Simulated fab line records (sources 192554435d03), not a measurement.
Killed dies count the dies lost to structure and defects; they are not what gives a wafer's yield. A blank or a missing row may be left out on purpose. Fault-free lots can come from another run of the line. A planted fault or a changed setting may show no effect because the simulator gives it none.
Matching of chambers || flow n5Finfet || N5_BEOL_M3_ALD_84 on aldMetal-01 has 4 sister chambers
The step deposits TaN, pulse time 2 s, purge time 3 s, co reactant purge time 2 s. 4 wafers are shown with their chamber, then 8 later ones without.

WAFERS WITH THEIR CHAMBER
{"wafer": "L087.5", "chamber": 1, "heaterPowerW (W)": 487}
{"wafer": "L088.1", "chamber": 0, "heaterPowerW (W)": 437}
{"wafer": "L088.5", "chamber": 2, "heaterPowerW (W)": 380}
{"wafer": "L091.1", "chamber": 3, "heaterPowerW (W)": 408}

WAFERS WITH NO CHAMBER GIVEN
{"wafer": "L091.4", "heaterPowerW (W)": 428}
{"wafer": "L091.5", "heaterPowerW (W)": 427}
{"wafer": "L094.1", "heaterPowerW (W)": 388}
{"wafer": "L094.2", "heaterPowerW (W)": 477}
{"wafer": "L094.6", "heaterPowerW (W)": 424}
{"wafer": "L097.1", "heaterPowerW (W)": 386}
{"wafer": "L097.2", "heaterPowerW (W)": 403}
{"wafer": "L097.3", "heaterPowerW (W)": 492}

CHAMBER TAKEN BY EACH
{"wafer": "L091.4", "from the rows above": "can't be placed: 0 or 3", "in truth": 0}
{"wafer": "L091.5", "from the rows above": "can't be placed: 0 or 3", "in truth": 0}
{"wafer": "L094.1", "from the rows above": "can't be placed: 2 or 3", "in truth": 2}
{"wafer": "L094.2", "from the rows above": 1, "in truth": 1}
{"wafer": "L094.6", "from the rows above": "can't be placed: 0 or 3", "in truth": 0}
{"wafer": "L097.1", "from the rows above": "can't be placed: 2 or 3", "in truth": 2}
{"wafer": "L097.2", "from the rows above": 3, "in truth": 3}
{"wafer": "L097.3", "from the rows above": 1, "in truth": 1}
Placed correctly: 3 of 8. Cannot be placed on the basis of these rows: 5; the candidates contain the true chamber in 5. 0 placed wrongly.
How it was worked out, from the rows above alone: a wafer's distance from a chamber is the root of the sum, over the readings, of the square of ((its reading less the chamber's mean) divided by the reading's scatter). If the next closest chamber is less than 2 further off than the closest, the wafer can't be placed; otherwise it belongs to the closest. The mean given for a chamber averages the wafers shown for that chamber. The scatter: with one shown wafer a chamber, the root of the mean of the squares of how far each hidden wafer lies from its nearest shown one.
